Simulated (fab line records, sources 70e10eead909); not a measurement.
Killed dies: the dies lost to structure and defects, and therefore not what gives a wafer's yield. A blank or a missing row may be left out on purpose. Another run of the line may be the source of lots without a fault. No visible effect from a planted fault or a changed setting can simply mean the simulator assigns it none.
The tool behind it: which one? -- flow nandHarc -- 36 wafers from 12 lots sampled at 4 of the route's 1159 steps

== WHAT THE GAUGES READ, wafer by wafer ==
The record holds no reading of a measuring or inspecting step that can be judged against a usual standard deviation.

== WHAT TOOL EACH LOT RAN ON (gives the tool, then ch and the chambers of the sampled wafers, and finally the start) ==
lot,NHARC_A_CONTACT_ETCH_50,NHARC_A_CONTACT_ETCH_113,NHARC_A_CONTACT_ETCH_102,NHARC_A_CONTACT_DEP_58
L891,"rieDiel-12 ch 1,2, day 16 08:49 or earlier","harCapEtch-01 ch 0,1, day 16 08:49","rieDiel-04 ch 1,2, day 16 11:19","pecvd-01 ch 1,2, day 16 18:37"
L890,"rieDiel-12 ch 0,1,2, day 16 12:32 or earlier","harCapEtch-01 ch 0,1, day 16 12:32","rieDiel-12 ch 0,2, day 16 14:38","pecvd-03 ch 0,1, day 16 20:13"
L893,"rieDiel-04 ch 1,2,3, day 16 19:15 or earlier","harCapEtch-02 ch 0,1, day 16 19:15","rieDiel-04 ch 0,1,3, day 16 22:52","pecvd-03 ch 0,1,2, day 17 01:20"
L895,"rieDiel-02 ch 1,2,3, day 17 22:08 or earlier","harCapEtch-01 ch 0,1, day 17 22:08","rieDiel-02 ch 0,1,2, day 18 00:08","pecvd-01 ch 0,2, day 18 06:05"
L896,"rieDiel-12 ch 0,1,3, day 18 01:34 or earlier","harCapEtch-03 ch 0,1, day 18 01:34","rieDiel-02 ch 0,1,2, day 18 03:35","pecvd-01 ch 0,1, day 18 07:42"
L898,"rieDiel-12 ch 0,1,2, day 18 10:46 or earlier","harCapEtch-02 ch 0,1, day 18 10:46","rieDiel-02 ch 0,2,3, day 18 12:53","pecvd-02 ch 0,2, day 18 16:18"
L899,"rieDiel-12 ch 0,1,2, day 18 12:53 or earlier","harCapEtch-01 ch 0,1, day 18 12:53","rieDiel-04 ch 1,2,3, day 18 14:56","pecvd-03 ch 0,1,2, day 18 18:03"
L902,"rieDiel-12 ch 0,1,3, day 19 04:17 or earlier","harCapEtch-02 ch 0,1, day 19 04:17","rieDiel-02 ch 1,2, day 19 06:37","pecvd-03 ch 0,2, day 19 09:04"
L900,"rieDiel-12 ch 0,1,3, day 19 07:00 or earlier","harCapEtch-03 ch 0, day 19 07:00","rieDiel-02 ch 0,1,3, day 19 09:01","pecvd-02 ch 0,1, day 19 11:27"
L910,"rieDiel-02 ch 0,1, day 21 14:21 or earlier","harCapEtch-01 ch 0,1, day 21 14:21","rieDiel-02 ch 0,2, day 21 16:55","pecvd-01 ch 0,1,2, day 21 19:33"
L908,"rieDiel-02 ch 0,1,2, day 21 17:25 or earlier","harCapEtch-02 ch 0,1, day 21 17:25","rieDiel-04 ch 2,3, day 21 20:42","pecvd-01 ch 0,1,2, day 22 00:05"
L913,"rieDiel-12 ch 0,1,2, day 22 06:21 or earlier","harCapEtch-01 ch 0,1, day 22 06:21","rieDiel-04 ch 0,2,3, day 22 08:29","pecvd-03 ch 0,1, day 22 11:25"
- NHARC_A_CONTACT_ETCH_50: etches the open film in CF4/CHF3, target depth 84.7 nm, time 42.4 s.
- NHARC_A_CONTACT_ETCH_113: etches the open film in C4F8/O2/Ar, time 94 s, target depth 922 nm.
- NHARC_A_CONTACT_ETCH_102: etches the open film in CF4/O2, target depth 70 nm, overetch 7 nm, time 38.5 s.
- NHARC_A_CONTACT_DEP_58: deposits SiON, target thk 60 nm.

== AS READ BY THE TOOLS THEMSELVES (means over the sampled wafers that have a number; for cases with no such wafer, the mark the record gives instead) ==
NHARC_A_CONTACT_ETCH_50.
lot,tool,drypumpMotorCurrentA (A),oesProductAu (a.u.),rfVppV (V),showerheadPlenumPTorr (Torr),throttleValvePct (%)
L891,rieDiel-12,5.82,0.963,370.1,1.55,16.805
L890,rieDiel-12,5.72,0.920,370.4,1.57,16.809
L893,rieDiel-04,5.45,0.945,372.4,1.62,16.798
L895,rieDiel-02,5.64,0.923,370.9,1.58,16.794
L896,rieDiel-12,5.57,0.962,370.8,1.57,16.807
L898,rieDiel-12,5.73,0.964,371.3,1.57,16.805
L899,rieDiel-12,5.72,0.964,371.1,1.57,16.800
L902,rieDiel-12,5.55,0.971,371.0,1.57,16.803
L900,rieDiel-12,5.59,0.925,370.2,1.57,16.811
L910,rieDiel-02,5.68,0.921,371.8,1.61,16.804
L908,rieDiel-02,5.90,0.922,371.3,1.60,16.808
L913,rieDiel-12,5.72,0.949,370.9,1.57,16.805

NHARC_A_CONTACT_ETCH_102.
lot,tool,drypumpMotorCurrentA (A),oesProductAu (a.u.),rfVppV (V),showerheadPlenumPTorr (Torr),throttleValvePct (%)
L891,rieDiel-04,5.4,0.996,198.6,1.40,13.399
L890,rieDiel-12,5.6,0.991,197.9,1.36,13.401
L893,rieDiel-04,5.5,0.991,198.4,1.36,13.399
L895,rieDiel-02,5.9,0.993,199.3,1.37,13.399
L896,rieDiel-02,5.9,0.991,199.1,1.37,13.396
L898,rieDiel-02,5.6,0.998,198.5,1.37,13.387
L899,rieDiel-04,5.4,0.998,199.2,1.37,13.397
L902,rieDiel-02,5.9,1.002,198.5,1.34,13.404
L900,rieDiel-02,5.4,1.001,197.4,1.34,13.391
L910,rieDiel-02,5.8,0.989,199.7,1.39,13.403
L908,rieDiel-04,5.5,1.003,198.3,1.35,13.400
L913,rieDiel-04,5.4,1.006,198.1,1.32,13.394

NHARC_A_CONTACT_DEP_58.
lot,tool,heaterPowerW (W),rfFwdPowerW (W)
L891,pecvd-01,763,346.7
L890,pecvd-03,698,348.0
L893,pecvd-03,729,348.1
L895,pecvd-01,738,346.9
L896,pecvd-01,735,348.7
L898,pecvd-02,769,349.0
L899,pecvd-03,766,348.7
L902,pecvd-03,726,348.5
L900,pecvd-02,730,348.5
L910,pecvd-01,780,292.5
L908,pecvd-01,750,291.8
L913,pecvd-03,682,348.4

== THE ANSWER, worked out from the rows above alone ==
Rule: what is usual is taken from the lots themselves. The widest of any qualifying gaps counts: lots, ordered by their means at a reading, are off when they make up no more than a third of the lots, leave a main group of 4 or more, and stand apart from it by 3 or more times the standard deviation of that group's means. A main group is skipped when, at the precision printed for the reading in the tables above, its means are all equal. Also off: a lot with no number at a reading for which 4 or more lots have one. All remaining lots with rows at the step are treated as sound. First the gauges in route order, then the tools' own readings, where a lot's mean is used as printed above. The first step at which some lot is off is used, and at that step the reading that is off furthest; a lot without a number counts as furthest.
Off: L910, L908, at NHARC_A_CONTACT_DEP_58 (rfFwdPowerW). Main group: mean 348.1 W, sd 0.73.
If a tool, at that step or one of the process steps before it, ran each lot that is off and ran no sound lot following the first of them, it fits. NHARC_A_CONTACT_ETCH_50 gives no start for some lots, so the hours and the order of its lots are those of NHARC_A_CONTACT_ETCH_113. This does not decide it: 2 tools fit, namely rieDiel-02 at NHARC_A_CONTACT_ETCH_50 and pecvd-01 at NHARC_A_CONTACT_DEP_58.

== WHAT THE SIMULATOR HAD PUT IN ==
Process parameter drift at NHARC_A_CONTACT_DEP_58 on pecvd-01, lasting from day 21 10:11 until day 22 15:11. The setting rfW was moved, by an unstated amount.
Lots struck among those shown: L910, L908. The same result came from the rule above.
